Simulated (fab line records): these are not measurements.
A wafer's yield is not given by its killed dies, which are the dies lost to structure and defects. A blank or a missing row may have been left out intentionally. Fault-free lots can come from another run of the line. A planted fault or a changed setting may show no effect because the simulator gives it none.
Chamber matching :: flow nand_harc :: 4 sister chambers for NHARC_A_STAIRCASE_STRIP_476 on rie_diel-08
The step strips in O2, time 20 s. 4 wafers are shown with their chamber, then 8 later ones without.

## EACH WAFER AND ITS CHAMBER
wafer: L092.3
chamber: 0
showerhead_plenum_p_Torr (Torr): 3.74

wafer: L095.3
chamber: 2
showerhead_plenum_p_Torr (Torr): 3.49

wafer: L095.4
chamber: 1
showerhead_plenum_p_Torr (Torr): 3.80

wafer: L096.2
chamber: 3
showerhead_plenum_p_Torr (Torr): 3.31

## WAFERS WHOSE CHAMBER IS MISSING
wafer: L096.4
showerhead_plenum_p_Torr (Torr): 3.49

wafer: L096.6
showerhead_plenum_p_Torr (Torr): 3.49

wafer: L097.1
showerhead_plenum_p_Torr (Torr): 3.49

wafer: L097.3
showerhead_plenum_p_Torr (Torr): 3.80

wafer: L097.4
showerhead_plenum_p_Torr (Torr): 3.73

wafer: L097.2
showerhead_plenum_p_Torr (Torr): 3.31

wafer: L097.5
showerhead_plenum_p_Torr (Torr): 3.49

wafer: L097.6
showerhead_plenum_p_Torr (Torr): 3.80

## THE CHAMBER EACH PASSED THROUGH
wafer: L096.4
from the rows above: 2
in truth: 2

wafer: L096.6
from the rows above: 2
in truth: 2

wafer: L097.1
from the rows above: 2
in truth: 2

wafer: L097.3
from the rows above: 1
in truth: 1

wafer: L097.4
from the rows above: 0
in truth: 0

wafer: L097.2
from the rows above: 3
in truth: 3

wafer: L097.5
from the rows above: 2
in truth: 2

wafer: L097.6
from the rows above: 1
in truth: 1
Placed correctly: 8 of 8. Number that these rows cannot place: 0. Wrongly placed: 0.
How it was worked out, from the rows above alone: a wafer's distance from a chamber is the root of the sum, over the readings, of the square of ((its reading less the chamber's mean) divided by the reading's scatter). The wafer belongs to the nearest chamber; if the next one is less than 2 further off, it can't be placed. The mean given for a chamber averages the wafers shown for that chamber. The scatter: with one shown wafer a chamber, the root of the mean of the squares of how far each hidden wafer lies from its nearest shown one.
